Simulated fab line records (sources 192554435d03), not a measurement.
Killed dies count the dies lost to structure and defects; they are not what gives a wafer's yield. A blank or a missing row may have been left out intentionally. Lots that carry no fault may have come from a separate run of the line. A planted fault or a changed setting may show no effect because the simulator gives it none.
Split-lot trial ; flow n5Finfet ; 21 wafers read across 7 lots, on a route 1938 steps long

## ON THE SPLIT
At N5_BEOL_M0_ETCH_128 (etches SiCN in CF4/N2, target depth 12 nm, overetch 5.1 nm, time 21.4 s), the setting sourceW was moved away from the recipe's 430 W on 6 of the 21 wafers read, by -12.8% to +13.1%. For the rest of the wafers, this setting stayed at what the recipe calls for.

The reading comes from the split's own step.

## THE READING
rfVppV, in V, at N5_BEOL_M0_ETCH_128 (etches SiCN in CF4/N2, target depth 12 nm, overetch 5.1 nm, time 21.4 s). Typical for fault-free wafers on this fab line: 382.6 V, with standard deviation 2.1 V.

wafer;tool, chamber at the split;sourceW as run, W;against the recipe;rfVppV, V;against lot-mates on the recipe
L076.3;rieDiel-02, 1;374.9;-12.8%;401.1;+15.3
L076.4;rieDiel-02, 2;430;recipe;385.8;-
L076.6;rieDiel-02, 3;374.9;-12.8%;398.2;+12.4
L090.1;rieDiel-02, 2;430;recipe;383.8;-
L090.2;rieDiel-02, 3;430;recipe;380.7;-
L090.3;rieDiel-02, 1;430;recipe;384.0;-
L091.1;rieDiel-01, 1;476.2;+10.7%;367.0;-13.1
L091.3;rieDiel-01, 3;430;recipe;380.1;-
L091.6;rieDiel-01, 3;476.2;+10.7%;367.8;-12.3
L092.1;rieDiel-01, 3;430;recipe;382.3;-
L092.5;rieDiel-01, 1;430;recipe;381.9;-
L092.6;rieDiel-01, 0;430;recipe;379.3;-
L094.2;rieDiel-02, 1;430;recipe;383.7;-
L094.3;rieDiel-02, 3;486.4;+13.1%;366.0;-17.5
L094.6;rieDiel-02, 0;430;recipe;383.3;-
L095.4;rieDiel-06, 0;406.8;-5.4%;392.7;+10.7
L095.5;rieDiel-06, 2;430;recipe;384.8;-
L095.6;rieDiel-06, 1;430;recipe;379.1;-
L096.1;rieDiel-02, 2;430;recipe;384.9;-
L096.3;rieDiel-02, 0;430;recipe;382.5;-
L096.4;rieDiel-02, 3;430;recipe;380.5;-

FIT RESULTS
A straight line over all 21 wafers: rfVppV changes by -1.36 V for each +1% of sourceW; r = -0.97; the points scatter about the line by 2 V.
The same after taking each lot's own level away (the mean of its wafers on the recipe; 21 wafers): -1.2 V for each +1%; r = -0.97; scatter 1.9 V.
According to that fit, moving sourceW by its largest amount changes the reading by 16 V.
The span of the lots' own levels, 380.10 to 385.80 V, comes to 2.7 times the standard deviation stated above.
Hence the slope depends on the lot-to-lot level, as the two fits are not the same.
Check: with one of the wafers moved furthest among these (+13.1%) left out of the fit, the line predicts -15.2 V for it against its lot-mates. Against them it came out at -17.5 V.
Tool readings at the split's step, against how far the setting was moved: rfVppV r = -0.97.

## OTHER SPLITS APPLIED TO THESE WAFERS
Before the reading, these wafers also passed through other splits. Each is held against what the fit with the lots' levels taken away leaves over:
other split on the same wafers;wafers away from the commonest value;r with rfVppV (lot level and that fit taken away)
N5_MOL_CONTACT_COAG_ETCH_47 sourceW;8;-0.13
N5_BEOL_M0_SAQP_SPACER1_ALD_98 tempC;8;-0.07
N5_BEOL_M0_SAQP_ETCH_107 biasW;7;-0.04

## FILE'S OWN FIT
rfVppV changes by -1.25 V for each +1% of sourceW, r = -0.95.
